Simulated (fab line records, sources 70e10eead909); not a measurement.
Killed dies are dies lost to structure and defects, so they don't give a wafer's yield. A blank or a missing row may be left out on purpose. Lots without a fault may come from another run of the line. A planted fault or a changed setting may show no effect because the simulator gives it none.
Which tool did it? | flow nand_harc | 12 lots, 36 wafers sampled, at 5 steps of a route of 1302

WHAT THE GAUGES READ, wafer by wafer
NHARC_END_SORT_01. Usual: killed_at_array 56, standard deviation 17; killed_at_other 0.9, standard deviation 1.2; killed_at_periphery 3.9, standard deviation 2.5; killed_dies 61, standard deviation 17; killed_open 3.2, standard deviation 1.8; killed_short 2.7, standard deviation 1.7.
lot  | measured     | on        | killed_at_array | killed_at_other | killed_at_periphery | killed_dies | killed_open | killed_short | flag
L416 | day 31 23:22 | prober-02 | 677 670 674     | 0 0 0           | 0 7 3               | 677 677 677 | 4 3 4       | 1 3 3        | OFF
L417 | day 31 11:24 | prober-02 | 669 669 671     | 1 1 2           | 7 7 4               | 677 677 677 | 4 2 2       | 1 0 7        | OFF

WHICH TOOL RAN EACH LOT (tool, then ch and the chambers of the sampled wafers, then the start)
lot  | NHARC_A_CHANNEL_HOLE_D1_ETCH_19  | NHARC_A_CHANNEL_HOLE_D1_ETCH_21  | NHARC_A_CHANNEL_HOLE_D1_ETCH_26  | NHARC_A_CHANNEL_FILL_D1_ALD_03
L400 | har_etch-01 ch 0,1, day 8 19:12  | har_etch-01 ch 0,1, day 8 19:38  | har_etch-01 ch 0,1, day 8 22:59  | ald_sin_batch-02 ch 0, day 9 03:49
L402 | har_etch-02 ch 1, day 9 22:40    | har_etch-02 ch 1, day 9 23:08    | har_etch-02 ch 1, day 10 02:27   | ald_sin_batch-02 ch 0, day 10 08:01
L408 | har_etch-02 ch 0,1, day 12 12:46 | har_etch-02 ch 0,1, day 12 13:11 | har_etch-02 ch 0,1, day 12 16:32 | ald_sin_batch-01 ch 0, day 12 22:07
L409 | har_etch-02 ch 0,1, day 13 01:35 | har_etch-02 ch 0,1, day 13 02:04 | har_etch-02 ch 0,1, day 13 05:22 | ald_sin_batch-01 ch 0, day 13 12:25
L410 | har_etch-01 ch 0,1, day 13 14:55 | har_etch-01 ch 0,1, day 13 15:27 | har_etch-01 ch 0,1, day 13 18:44 | ald_sin_batch-02 ch 0, day 14 00:14
L411 | har_etch-02 ch 0,1, day 13 15:11 | har_etch-02 ch 0,1, day 13 15:47 | har_etch-02 ch 0,1, day 13 19:01 | ald_sin_batch-02 ch 0, day 14 00:14
L415 | har_etch-01 ch 0,1, day 15 07:45 | har_etch-01 ch 0,1, day 15 08:17 | har_etch-01 ch 0,1, day 15 11:34 | ald_sin_batch-01 ch 0, day 15 17:04
L416 | har_etch-02 ch 0,1, day 15 17:09 | har_etch-02 ch 0,1, day 15 17:35 | har_etch-02 ch 0,1, day 15 20:57 | ald_sin_batch-01, day 16 02:29
L417 | har_etch-02 ch 0,1, day 15 21:53 | har_etch-02 ch 0,1, day 15 22:18 | har_etch-02 ch 0,1, day 16 01:38 | ald_sin_batch-01, day 16 07:14
L419 | har_etch-01 ch 0,1, day 16 23:14 | har_etch-01 ch 0,1, day 16 23:39 | har_etch-01 ch 0,1, day 17 03:00 | ald_sin_batch-02 ch 0, day 17 07:37
L421 | har_etch-01 ch 0,1, day 17 22:24 | har_etch-01 ch 0,1, day 17 22:50 | har_etch-01 ch 0,1, day 18 02:12 | ald_sin_batch-01 ch 0, day 18 07:48
L422 | har_etch-02 ch 0, day 18 04:51   | har_etch-02 ch 0, day 18 05:20   | har_etch-02 ch 0, day 18 08:38   | ald_sin_batch-01 ch 0, day 18 14:10
- NHARC_A_CHANNEL_HOLE_D1_ETCH_19: etches the open film in C4F8/O2/Ar, time 34.5 s.
- NHARC_A_CHANNEL_HOLE_D1_ETCH_21: etches the open film in C4F8/O2/Ar, time 514.3 s, target depth 1600 nm.
- NHARC_A_CHANNEL_HOLE_D1_ETCH_26: etches the open film in C4F8/O2/Ar, time 224.1 s, target depth 300 nm.
- NHARC_A_CHANNEL_FILL_D1_ALD_03: deposits SiNx, target thk 6 nm, pulse time 60 s, ald cycles 58.

WHAT THE TOOLS THEMSELVES READ (means of the sampled wafers that have a number; where no wafer has one, the mark that the record gives instead)
NHARC_A_CHANNEL_HOLE_D1_ETCH_19. Usual: drypump_motor_current_A 6.01 A, standard deviation 0.096; o2_flow_sccm 96.24 sccm, standard deviation 0.29; showerhead_plenum_p_Torr 3.73 Torr, standard deviation 0.15; throttle_valve_pct 37.039 %, standard deviation 0.0095.
lot  | tool        | drypump_motor_current_A (A) | o2_flow_sccm (sccm) | showerhead_plenum_p_Torr (Torr) | throttle_valve_pct (%) | flag
L400 | har_etch-01 | 5.94                        | 96.21               | 3.78                            | 37.046                 |
L402 | har_etch-02 | 6.05                        | 96.30               | 3.45                            | 37.029                 |
L408 | har_etch-02 | 6.08                        | 96.18               | 3.55                            | 37.037                 |
L409 | har_etch-02 | 6.10                        | 96.09               | 3.66                            | 37.037                 |
L410 | har_etch-01 | 5.92                        | 96.16               | 3.74                            | 37.031                 |
L411 | har_etch-02 | 6.06                        | 96.32               | 3.54                            | 37.036                 |
L415 | har_etch-01 | 5.92                        | 96.03               | 3.73                            | 37.042                 |
L416 | har_etch-02 | 6.08                        | 96.56               | 3.83                            | 37.044                 |
L417 | har_etch-02 | 6.05                        | 96.44               | 3.90                            | 37.043                 |
L419 | har_etch-01 | 5.92                        | 96.52               | 3.71                            | 37.033                 |
L421 | har_etch-01 | 5.88                        | 96.56               | 3.70                            | 37.038                 |
L422 | har_etch-02 | 6.12                        | 96.22               | 3.74                            | 37.036                 |

NHARC_A_CHANNEL_HOLE_D1_ETCH_21. Usual: drypump_motor_current_A 6.01 A, standard deviation 0.1; o2_flow_sccm 35.69 sccm, standard deviation 0.11; showerhead_plenum_p_Torr 3.69 Torr, standard deviation 0.14; throttle_valve_pct 32.154 %, standard deviation 0.0098.
lot  | tool        | drypump_motor_current_A (A) | o2_flow_sccm (sccm) | showerhead_plenum_p_Torr (Torr) | throttle_valve_pct (%) | flag
L400 | har_etch-01 | 5.92                        | 35.66               | 3.73                            | 32.154                 |
L402 | har_etch-02 | 6.06                        | 35.69               | 3.42                            | 32.147                 |
L408 | har_etch-02 | 6.07                        | 35.71               | 3.51                            | 32.149                 |
L409 | har_etch-02 | 6.09                        | 35.63               | 3.63                            | 32.150                 |
L410 | har_etch-01 | 5.94                        | 35.62               | 3.70                            | 32.144                 |
L411 | har_etch-02 | 6.08                        | 35.72               | 3.50                            | 32.156                 |
L415 | har_etch-01 | 5.88                        | 35.57               | 3.69                            | 32.156                 |
L416 | har_etch-02 | 6.09                        | 35.58               | 3.78                            | 32.156                 |
L417 | har_etch-02 | 6.09                        | 35.82               | 3.85                            | 32.142                 |
L419 | har_etch-01 | 5.92                        | 35.71               | 3.67                            | 32.153                 |
L421 | har_etch-01 | 5.87                        | 35.69               | 3.66                            | 32.169                 |
L422 | har_etch-02 | 6.13                        | 35.64               | 3.70                            | 32.155                 |

NHARC_A_CHANNEL_HOLE_D1_ETCH_26. Usual: drypump_motor_current_A 6.01 A, standard deviation 0.1; o2_flow_sccm 113.6 sccm, standard deviation 0.31; showerhead_plenum_p_Torr 3.73 Torr, standard deviation 0.15; throttle_valve_pct 24.585 %, standard deviation 0.0091.
lot  | tool        | drypump_motor_current_A (A) | o2_flow_sccm (sccm) | showerhead_plenum_p_Torr (Torr) | throttle_valve_pct (%) | flag
L400 | har_etch-01 | 5.90                        | 113.3               | 3.78                            | 24.589                 |
L402 | har_etch-02 | 6.06                        | 114.0               | 3.45                            | 24.581                 |
L408 | har_etch-02 | 6.07                        | 113.7               | 3.55                            | 24.583                 |
L409 | har_etch-02 | 6.10                        | 113.5               | 3.66                            | 24.587                 |
L410 | har_etch-01 | 5.94                        | 113.2               | 3.74                            | 24.587                 |
L411 | har_etch-02 | 6.07                        | 113.7               | 3.54                            | 24.589                 |
L415 | har_etch-01 | 5.87                        | 113.8               | 3.73                            | 24.585                 |
L416 | har_etch-02 | 6.07                        | 113.9               | 3.83                            | 24.580                 |
L417 | har_etch-02 | 6.07                        | 113.4               | 3.91                            | 24.593                 |
L419 | har_etch-01 | 5.91                        | 113.7               | 3.71                            | 24.587                 |
L421 | har_etch-01 | 5.90                        | 114.1               | 3.71                            | 24.579                 |
L422 | har_etch-02 | 6.12                        | 113.7               | 3.74                            | 24.585                 |

NHARC_A_CHANNEL_FILL_D1_ALD_03. Usual: chamber_pressure_Torr 1.999 Torr, standard deviation 0.0053; precursor_pulse_height_rel 0.999, standard deviation 0.021.
lot  | tool             | chamber_pressure_Torr (Torr) | precursor_pulse_height_rel | flag
L400 | ald_sin_batch-02 | 1.995                        | 0.996                      |
L402 | ald_sin_batch-02 | 2.004                        | 0.987                      |
L408 | ald_sin_batch-01 | 1.999                        | 0.996                      |
L409 | ald_sin_batch-01 | 1.997                        | 1.017                      |
L410 | ald_sin_batch-02 | 1.999                        | 1.011                      |
L411 | ald_sin_batch-02 | 2.003                        | 0.993                      |
L415 | ald_sin_batch-01 | 1.997                        | 0.988                      |
L416 | ald_sin_batch-01 | -                            | -                          | OFF
L417 | ald_sin_batch-01 | -                            | -                          | OFF
L419 | ald_sin_batch-02 | 1.990                        | 1.005                      |
L421 | ald_sin_batch-01 | 2.004                        | 1.014                      |
L422 | ald_sin_batch-01 | 1.999                        | 0.977                      |

THE ANSWER, worked out from the rows above alone
Rule: a lot is off if the mean of its wafers that have a number lies more than 3 standard deviations from the usual mean. A lot without any number at a reading at which 4 lots or more have one is off too. The other lots that the step has rows for count as sound. The gauges are gone through in route order, then the tools' own readings, and for those a lot's mean is taken as printed above. The first step at which some lot is off is used, and at that step the reading that is off furthest; a lot without a number counts as furthest.
Off: L416, L417, at NHARC_END_SORT_01 (killed_at_array). Neither off nor sound, because the step has no rows for them: L400, L402, L408, L409, L410, L411, L415, L419, L421, L422.
A tool fits if, at a process step before that reading, it ran every lot that is off, and no sound lot after the first of them. The gauges at NHARC_END_SORT_01 aren't tried: what is off there is off at NHARC_A_CHANNEL_FILL_D1_ALD_03 too, on other tools, and a gauge's error can't cause that. Can't be told from this: 2 tools fit, har_etch-02 at NHARC_A_CHANNEL_HOLE_D1_ETCH_19 and NHARC_A_CHANNEL_HOLE_D1_ETCH_21 and NHARC_A_CHANNEL_HOLE_D1_ETCH_26, ald_sin_batch-01 at NHARC_A_CHANNEL_FILL_D1_ALD_03.

WHAT THE SIMULATOR HAD PUT IN
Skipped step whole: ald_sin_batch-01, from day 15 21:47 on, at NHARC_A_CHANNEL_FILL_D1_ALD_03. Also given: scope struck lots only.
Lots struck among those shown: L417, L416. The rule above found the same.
